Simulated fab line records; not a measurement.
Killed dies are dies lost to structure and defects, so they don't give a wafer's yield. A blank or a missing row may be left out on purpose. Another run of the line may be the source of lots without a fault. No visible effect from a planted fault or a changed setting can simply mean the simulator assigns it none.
Struck lot and sound lot, side by side -- flow n5_finfet -- 15 out of 1938 route steps
Sound: these wafers, L751.1, L751.4, L751.5. Struck: wafer L762.4. (L762.1, L762.3 of the same lot were not struck and are left out.) The cause comes at the end.
Each step with rows lists, per side, the tool, then ch with its chambers, then its first start. Under that, the readings that differ: sound wafers -- struck wafers -- difference of the means -- sigmas: that difference in standard deviations of wafers without a fault.
alike: words and numbers the same on both sides, and readings whose means are apart by under 2 such deviations; not compared: readings that were withheld, readings missing a value for some wafer, numbers with overlapping values and no deviation given by the record, and bounds like >300 which may hide the same value.
The two part at a step that has a row with sigmas, a row that says differs or no value, or rows on one side only. Numbers that have no deviation but don't overlap get no sigmas and don't part them. A reading that every wafer of one side lacks parts them only if that side has two wafers or more.

N5_BEOL_M2_SPUTTER_90: material Cu, target thk 4.5 nm, time 8.29 s.
  sound on pvd_sputter-02, day 7 23:23; struck on pvd_sputter-01, day 10 22:26
  alike: throttle_valve_pct
N5_BEOL_M2_ANNEAL_91: time 240 s.
  sound on pvd_sputter-02, day 7 23:28; struck on pvd_sputter-01, day 10 22:31
  alike: heater_power_w
then, 2 steps without rows for these wafers: N5_BEOL_M2_SPUTTER_92 (material Cu, target thk 4.5 nm, time 8.29 s); N5_BEOL_M2_ANNEAL_93 (time 240 s).
N5_BEOL_M2_SPUTTER_94: material Cu, target thk 4.5 nm, time 8.29 s.
  sound on pvd_sputter-02, day 7 23:49; struck on pvd_sputter-01, day 10 22:52
  alike: throttle_valve_pct
then, 1 step without rows for these wafers: N5_BEOL_M2_ANNEAL_95 (time 240 s).
N5_BEOL_M2_SPUTTER_96: material Cu, target thk 4.5 nm, time 8.29 s.
  sound on pvd_sputter-02, day 8 00:02; struck on pvd_sputter-01, day 10 23:05
  alike: throttle_valve_pct
then, 1 step without rows for these wafers: N5_BEOL_M2_ECD_50 (material Cu, target thk 300 nm).
N5_BEOL_M2_ANNEAL_51: time 90 s.
  sound on rtp_anneal-02 ch 0, day 8 00:14; struck on rtp_anneal-01 ch 0, day 10 23:17
reading,sound,struck,difference,sigmas
wafer_temp_C_max,226.3 225.9 226.2,225.5,-0.6,-2
then, 1 step without rows for these wafers: N5_BEOL_M2_CMP_52 (polishes, stops on SiOC, t overpolish 6.8 s, target thk 40 nm).
N5_BEOL_M2_THK_MEAS_53: measures by xrf.
  sound on film_metro-02, day 8 00:50; struck on film_metro-01, day 11 00:10
  alike: M2_THK
then, 1 step without rows for these wafers: N5_BEOL_M2_PRE_CLEAN_60 (time 15 s).
N5_BEOL_M2_CO_CAP_55: material Co, precursor CCTBA/H2, target thk 2 nm, time 102.1 s.
  sound on cvd_co-02 ch 0,1, day 8 00:55; struck on cvd_co-02 ch 2, day 11 00:19
reading,sound,struck,difference,sigmas
run_length_s (s),125.8 124.1 125.9,56.3,-69.0,-99 or more
model.Co_of_BEOL_M2_CO_CAP_55.thk_nm (nm),2.2 2.2 2.2,0.8,-1.4,
  alike: chamber_pressure_Torr, heater_power_w
then, 1 step without rows for these wafers: N5_BEOL_M2_PRE_CLEAN_56 (time 15 s).
N5_BEOL_M4_RC_MEAS_101:
  sound on prober-02 ch 0, day 8 23:47; struck on prober-02 ch 0, day 11 22:40
reading,sound,struck,difference,sigmas
DIBL_N (mV/V),36.9 33.8 33.0,40.2,+5.6,+2
DIBL_P (mV/V),36 34 32,43,+9,+3
ION_N (uA/um),679 648 653,704,+44,+3
ION_P (uA/um),465 452 453,478,+21,+2
SS_P (mV/dec),72.8 72.9 72.5,75.0,+2.3,+3
  alike: IOFF_N, IOFF_P, SS_N, VT_N, VT_P

## WHERE THEY PART
Earliest at N5_BEOL_M2_ANNEAL_51; latest, in this record, at N5_BEOL_M4_RC_MEAS_101.

WHY: the cause the simulator had injected
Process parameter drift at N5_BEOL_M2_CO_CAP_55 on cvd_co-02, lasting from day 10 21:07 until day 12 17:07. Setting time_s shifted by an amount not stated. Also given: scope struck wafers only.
